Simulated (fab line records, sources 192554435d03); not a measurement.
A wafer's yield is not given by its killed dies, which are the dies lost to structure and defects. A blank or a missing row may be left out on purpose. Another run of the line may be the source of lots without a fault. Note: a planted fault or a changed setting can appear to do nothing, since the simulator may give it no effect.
Comparing a struck lot with a sound one ; flow n5_finfet ; 16 out of 1938 route steps
Sound: wafers L415.4, L415.5, L415.6. The struck wafers were L413.1, L413.4, L413.5. The cause is given at the end.
Each step with rows lists, per side, the tool, then ch with its chambers, then its first start. Under that, the readings that differ: sound wafers ; struck wafers ; difference of the means ; sigmas: that difference in standard deviations of wafers without a fault.
alike: a reading whose means differ by less than 2 such deviations, as well as words and numbers matching on both sides. not compared: withheld readings; readings where some wafer has no value; bounds like >300 that might hide an equal value; numbers whose values overlap and for which the record gives no deviation.
A row with sigmas, a row that says differs or no value, or rows on one side alone: a step with any of these is where the two part. Numbers that have no deviation but don't overlap get no sigmas and don't part them. A reading missing from all wafers of one side parts the sides only when that side holds two or more wafers.

first, 12 steps without rows for these wafers: N5_MOL_CONTACT_COAG_DESCUM_45 (chemistry O2, time 7 s); N5_MOL_CONTACT_COAG_ETCH_65 (etches underlayer in N2/H2, target depth 13 nm, time 10.4 s); N5_MOL_CONTACT_COAG_ETCH_66 (etches SiARC in CF4, target depth 13 nm, time 21.7 s); N5_MOL_CONTACT_COAG_ALD_133 (deposits SiO2, target thk 5 nm, pulse time 1 s, co reactant pulse time 1 s); N5_MOL_CONTACT_COAG_ETCHBACK_134 (etches SiO2 in CHF3, target depth 10 nm, time 6.7 s); N5_MOL_CONTACT_COAG_ETCH_67 (etches SOC in N2/H2, target depth 60 nm, overetch 21 nm, time 101.2 s); N5_MOL_CONTACT_COAG_STRIP_68 (strips in N2/H2); N5_MOL_CONTACT_COAG_STRIP_69 (strips in N2/H2); N5_MOL_CONTACT_COAG_ETCHBACK_136 (etches SiO2 in CHF3, target depth 25 nm, time 16.7 s); N5_MOL_CONTACT_COAG_STRIP_120 (strips in CHF3); N5_MOL_CONTACT_COAG_VIA_ETCH_117 (etches SiO2 in C4F6/O2, target depth 40 nm, overetch 8 nm, time 26 s); N5_MOL_CONTACT_COAG_ETCH_124 (etches SiNx in CH3F/O2, stops on SiOC, target depth 6.5 nm).
N5_MOL_CONTACT_COAG_ETCH_48: etches SiOC in C4F6/O2, target depth 15 nm, overetch 4.5 nm, time 17 s.
  sound on rie_diel-02 ch 0,2,3, day 7 18:03; struck on rie_diel-06 ch 0,3, day 7 06:10
  no value came back on the struck wafers for any of 7 readings (C4F6_flow_sccm (sccm), O2_flow_sccm (sccm) and others); on the sound wafers C4F6_flow_sccm (sccm) reads 9.96 9.97 10.04
reading;sound;struck;difference;sigmas
model.SOC_of_MOL_CONTACT_COAG_COAT_62.thk_nm (nm);46.2 45.8 46.2;48.8 48.6 49;+2.7;
  not compared: rf_hours_counter_h
then, 1 step without rows for these wafers: N5_MOL_CONTACT_COAG_STRIP_72 (strips in N2/H2).
N5_BEOL_M4_RC_MEAS_101:
  the record has rows for the sound wafers here (prober-02 ch 0, day 10 17:59) and none for the struck ones
-- record jumps: 7 days separate the struck wafers' starts on either side; left off in module BEOL_M4, taken up again in module PASSIVATION, whose first shown step is the route's number 1936 --
N5_PASSIVATION_PROBE_49:
  sound: prober-01 at day 14 23:14; struck: prober-01 at day 14 12:42
reading;sound;struck;difference;sigmas
killed_at_contacts;9 8 8;1080 1091 1110;+1085;+99 or more
killed_dies;102 91 109;1180 1180 1180;+1079;+72
killed_on_rim;15 14 18;152 152 152;+136;+37
  alike: killed_at_M0_to_M3, killed_at_M4_up, killed_at_front_end, killed_at_other, killed_open, killed_short

## WHERE THEY PART
First at N5_MOL_CONTACT_COAG_ETCH_48; last, within this record, at N5_PASSIVATION_PROBE_49.

WHY: what had been put in by the simulator
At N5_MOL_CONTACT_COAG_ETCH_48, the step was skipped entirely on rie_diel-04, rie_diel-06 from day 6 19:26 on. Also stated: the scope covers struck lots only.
